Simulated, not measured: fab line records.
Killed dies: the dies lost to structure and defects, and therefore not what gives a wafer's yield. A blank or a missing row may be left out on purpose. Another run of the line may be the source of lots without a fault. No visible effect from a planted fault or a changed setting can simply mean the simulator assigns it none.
Which of the tools did it?    flow n5Finfet    10 lots, 29 wafers sampled, at 5 steps of a route of 1938

== WHAT THE GAUGES SHOWED, per wafer ==
N5_BEOL_M4_RC_MEAS_101.
lot   measured      on         DIBL_N (mV/V)   DIBL_P (mV/V)   IOFF_N (nA/um)     IOFF_P (nA/um)  ION_N (uA/um)  ION_P (uA/um)  SS_N (mV/dec)   SS_P (mV/dec)   VT_N (mV)    VT_P (mV)
L372  day 8 17:17   prober-01  37.9 37.5 35.9  38.4 37.2 36.3  0.208 0.182 0.166  0.24 0.23 0.22  696 671 688    472 461 474    72.1 71.8 70.9  73.4 73.3 73.4  245 247 247  -247 -248 -249
L378  day 10 01:29  prober-01  34.3 31.8 32.5  34.2 31.0 31.7  0.123 0.089 0.099  0.16 0.13 0.13  676 667 658    456 460 453    71.0 70.7 70.8  73.0 72.3 71.9  253 259 257  -253 -258 -258
L385  day 12 03:38  prober-02  34.9 35.6 35.3  35.7 35.3 36.2  0.146 0.153 0.148  0.18 0.18 0.20  680 667 676    461 459 465    70.7 70.9 70.3  72.8 73.2 73.6  249 250 250  -250 -250 -252
L388  day 12 03:52  prober-01  35.5 37.5 35.3  35.8 39.5 35.7  0.158 0.209 0.144  0.20 0.26 0.20  681 700 661    464 476 460    70.7 71.8 71.2  73.1 73.2 72.8  246 242 249  -251 -247 -250
L389  day 13 05:15  prober-02  33.4 34.1 34.6  34.3 34.8 35.3  0.121 0.133 0.136  0.14 0.15 0.15  668 677 677    450 455 456    71.4 71.6 71.7  72.9 72.9 72.8  253 250 250  -256 -257 -258
L390  day 12 22:20  prober-01  34.8 36.9 36.3  33.1 36.3 35.8  0.112 0.160 0.146  0.18 0.23 0.22  654 682 679    458 474 468    71.0 71.2 71.5  72.4 73.0 72.6  255 248 250  -251 -247 -249
L391  day 13 17:22  prober-01  34.4 33.9 36.7  34.9 34.4 37.3  0.137 0.128 0.166  0.18 0.18 0.21  666 659 675    456 456 459    71.0 71.1 71.2  72.7 72.4 73.2  251 252 250  -253 -255 -253
L392  day 14 00:05  prober-02  31.0 36.2 37.6  29.9 35.2 38.5  0.093 0.162 0.201  0.14 0.20 0.26  657 678 679    459 460 464    69.6 71.8 71.5  71.6 73.4 73.3  255 248 249  -254 -250 -248
L393  day 14 00:10  prober-01  36.4 37.0       38.0 39.4       0.163 0.172        0.20 0.22       666 676        459 464        71.1 71.1       73.1 73.1       246 249      -252 -251
L394  day 14 08:04  prober-02  36.7 37.4 35.5  38.3 38.4 37.9  0.173 0.189 0.159  0.21 0.22 0.21  680 674 683    466 461 462    72.6 71.5 72.3  73.2 73.3 72.8  247 246 249  -251 -251 -250

== WHICH TOOL RAN EACH LOT (tool, then ch and the chambers of the sampled wafers, then the start) ==
lot   N5_BEOL_M1_SPUTTER_81        N5_BEOL_M1_SPUTTER_88        N5_BEOL_M1_SPUTTER_90        N5_BEOL_M1_ANNEAL_91
L372  pvdSputter-03, day 6 17:50   pvdSputter-03, day 6 18:16   pvdSputter-03, day 6 18:29   pvdSputter-03, day 6 18:34
L378  pvdSputter-01, day 8 00:43   pvdSputter-01, day 8 01:09   pvdSputter-01, day 8 01:22   pvdSputter-01, day 8 01:27
L385  pvdSputter-01, day 10 14:26  pvdSputter-01, day 10 14:53  pvdSputter-01, day 10 15:06  pvdSputter-01, day 10 15:11
L388  pvdSputter-01, day 10 18:20  pvdSputter-01, day 10 18:47  pvdSputter-01, day 10 19:00  pvdSputter-01, day 10 19:05
L389  pvdSputter-01, day 11 02:41  pvdSputter-01, day 11 03:07  pvdSputter-01, day 11 03:20  pvdSputter-01, day 11 03:25
L390  pvdSputter-02, day 11 10:12  pvdSputter-02, day 11 10:38  pvdSputter-02, day 11 10:52  pvdSputter-02, day 11 10:56
L391  pvdSputter-02, day 11 16:20  pvdSputter-02, day 11 16:46  pvdSputter-02, day 11 16:59  pvdSputter-02, day 11 17:04
L392  pvdSputter-03, day 11 21:46  pvdSputter-03, day 11 22:13  pvdSputter-03, day 11 22:26  pvdSputter-03, day 11 22:31
L393  pvdSputter-01, day 12 03:01  pvdSputter-01, day 12 03:27  pvdSputter-01, day 12 03:40  pvdSputter-01, day 12 03:47
L394  pvdSputter-02, day 12 09:33  pvdSputter-02, day 12 09:59  pvdSputter-02, day 12 10:13  pvdSputter-02, day 12 10:17
- N5_BEOL_M1_SPUTTER_81: material Cu, target thk 4.5 nm, time 8.29 s.
- N5_BEOL_M1_SPUTTER_88: material Cu, target thk 4.5 nm, time 8.29 s.
- N5_BEOL_M1_SPUTTER_90: material Cu, target thk 4.5 nm, time 8.29 s.
- N5_BEOL_M1_ANNEAL_91: time 240 s.

== WHAT THE TOOLS THEMSELVES READ (means of the sampled wafers that have a number; where no wafer has one, the mark that the record gives instead) ==
N5_BEOL_M1_SPUTTER_81.
lot   tool           chamberPressurePa (Pa)  chuckGasFlowSccm (sccm)  throttleValvePct (%)
L372  pvdSputter-03  0.07010                 1.25                     30.0
L378  pvdSputter-01  0.06994                 1.27                     30.5
L385  pvdSputter-01  -                       -                        -
L388  pvdSputter-01  -                       -                        -
L389  pvdSputter-01  0.07002                 1.20                     29.4
L390  pvdSputter-02  0.06999                 1.28                     30.1
L391  pvdSputter-02  0.07002                 1.24                     30.1
L392  pvdSputter-03  0.07004                 1.28                     30.7
L393  pvdSputter-01  0.06993                 1.24                     31.5
L394  pvdSputter-02  0.06999                 1.19                     30.6

N5_BEOL_M1_SPUTTER_88.
lot   tool           chamberPressurePa (Pa)  chuckGasFlowSccm (sccm)  throttleValvePct (%)
L372  pvdSputter-03  0.06998                 1.24                     29.9
L378  pvdSputter-01  0.06997                 1.33                     30.2
L385  pvdSputter-01  0.07014                 1.30                     30.1
L388  pvdSputter-01  0.07003                 1.25                     30.1
L389  pvdSputter-01  0.06998                 1.25                     29.5
L390  pvdSputter-02  0.06996                 1.25                     30.0
L391  pvdSputter-02  0.07002                 1.24                     30.1
L392  pvdSputter-03  0.07005                 1.28                     30.7
L393  pvdSputter-01  0.07011                 1.23                     31.6
L394  pvdSputter-02  0.06997                 1.25                     30.7

N5_BEOL_M1_SPUTTER_90.
lot   tool           chamberPressurePa (Pa)  chuckGasFlowSccm (sccm)  throttleValvePct (%)
L372  pvdSputter-03  0.06998                 1.32                     30.0
L378  pvdSputter-01  0.07011                 1.26                     30.4
L385  pvdSputter-01  0.07009                 1.25                     29.9
L388  pvdSputter-01  0.07003                 1.29                     29.9
L389  pvdSputter-01  0.06987                 1.27                     29.5
L390  pvdSputter-02  0.07010                 1.26                     30.1
L391  pvdSputter-02  0.07002                 1.24                     30.0
L392  pvdSputter-03  0.07000                 1.30                     30.7
L393  pvdSputter-01  0.07001                 1.25                     31.6
L394  pvdSputter-02  0.07012                 1.29                     30.6

N5_BEOL_M1_ANNEAL_91.
lot   tool           heaterPowerW (W)
L372  pvdSputter-03  849
L378  pvdSputter-01  872
L385  pvdSputter-01  814
L388  pvdSputter-01  827
L389  pvdSputter-01  813
L390  pvdSputter-02  757
L391  pvdSputter-02  762
L392  pvdSputter-03  776
L393  pvdSputter-01  850
L394  pvdSputter-02  869

== THE ANSWER, worked out from the rows above alone ==
Rule: the lots themselves supply what counts as usual. The widest of any qualifying gaps counts: lots, ordered by their means at a reading, are off when they make up no more than a third of the lots, leave a main group of 4 or more, and stand apart from it by 3 or more times the standard deviation of that group's means. A main group whose means are all the same, to the digits that the tables above print for the reading, isn't used. A lot without any number at a reading at which 4 lots or more have one is off too. The other lots that the step has rows for count as sound. First the gauges in route order, then the tools' own readings, where a lot's mean is used as printed above. The first step at which some lot is off is used, and at that step the reading that is off furthest; a lot without a number counts as furthest.
Off: L385, L388, at N5_BEOL_M1_SPUTTER_81 (chamberPressurePa). Without a number there: L385, L388. The main group: mean 0.07000 Pa, standard deviation 5.1e-05.
If a tool, at that step or one of the process steps before it, ran each lot that is off and ran no sound lot following the first of them, it fits. No candidate that was tried fits.

== WHAT THE SIMULATOR HAD INSERTED ==
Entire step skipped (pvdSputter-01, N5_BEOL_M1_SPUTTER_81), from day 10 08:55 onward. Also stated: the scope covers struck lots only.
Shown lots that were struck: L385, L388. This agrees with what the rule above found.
